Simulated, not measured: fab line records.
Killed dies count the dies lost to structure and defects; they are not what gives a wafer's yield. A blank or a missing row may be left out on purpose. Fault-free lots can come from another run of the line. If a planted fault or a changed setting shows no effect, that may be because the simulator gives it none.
Comparing a struck lot with a sound one    flow nand-harc    13 out of 1302 route steps
Sound: wafers L355.3, L355.5, L355.6. The struck wafers were L357.1, L357.3, L357.4. At the end, the cause is stated.
Order at every step that has rows: each side's tool, ch and its chambers, its first start. Under that, the readings that differ: sound wafers    struck wafers    difference of the means    sigmas: that difference in standard deviations of wafers without a fault.
alike: same words and numbers on both sides, and readings whose means sit less than 2 such deviations apart. not compared: any withheld reading, any reading some wafer has no value for, any bound like >300 that may hide the same value, and any number with overlapping values for which the record gives no deviation.
Wherever a step has rows on one side only, a row that says differs or no value, or a row with sigmas, the two part there. Numbers that don't overlap but have no deviation are shown without sigmas and don't part them. Lack of a reading on every wafer of one side parts them only where that side has two or more wafers.

NHARC_P_CONTACT_CMP_24: polishes, t overpolish 30 s, target thk 200 nm.
  sound on cmp-01 ch 0,1,3, day 9 08:24; struck on cmp-03 ch 1,2,3, day 9 19:12
  alike: motor-current-A, overpolish-run-s, time-to-endpoint-s
following that, these wafers have no rows for 1 step: NHARC_P_CONTACT_SRD_26.
NHARC_P_CONTACT_INSPECT_27:
  sound on defect-inspect-02 at day 9 08:44; struck on defect-inspect-02 at day 9 19:36
  alike: raw-defect-count
then, 8 steps without rows for these wafers: NHARC_P_M0_DEP_00 (deposits SiOC, target thk 150 nm); NHARC_P_M0_DEHYDRATE_01 (time 120 s); NHARC_P_M0_HMDS_02 (time 30 s); NHARC_P_M0_COAT_33 (time 65 s); NHARC_P_M0_COAT_03 (resist thk 90 nm); NHARC_P_M0_SOFTBAKE_04 (time 55 s); NHARC_P_M0_EBR_05; NHARC_P_M0_EXPOSE_06 (exposes mask P M0, target cd 90 nm).
NHARC_P_M0_PEB_07: peb time 65 s.
  sound on litho-track-01 ch 0, day 9 09:34; struck on litho-track-01 ch 0, day 9 20:25
reading                   sound                struck             difference  sigmas
heater-power-total-W (W)  156.7 156.2 156.6    139.8 139.0 139.2  -17.2       -42
plate-temp-C (C)          99.99 100.31 100.18  92.03 91.90 92.05  -8.17       -68
then, 1 step without rows for these wafers: NHARC_P_M0_DEVELOP_08 (develop time 35 s).

## WHERE THEY PART
At NHARC_P_M0_PEB_07 and nowhere else, as far as this record goes.

WHY: whatever the simulator had introduced
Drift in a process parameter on litho-track-01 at NHARC_P_M0_PEB_07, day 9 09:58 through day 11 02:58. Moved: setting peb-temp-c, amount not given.
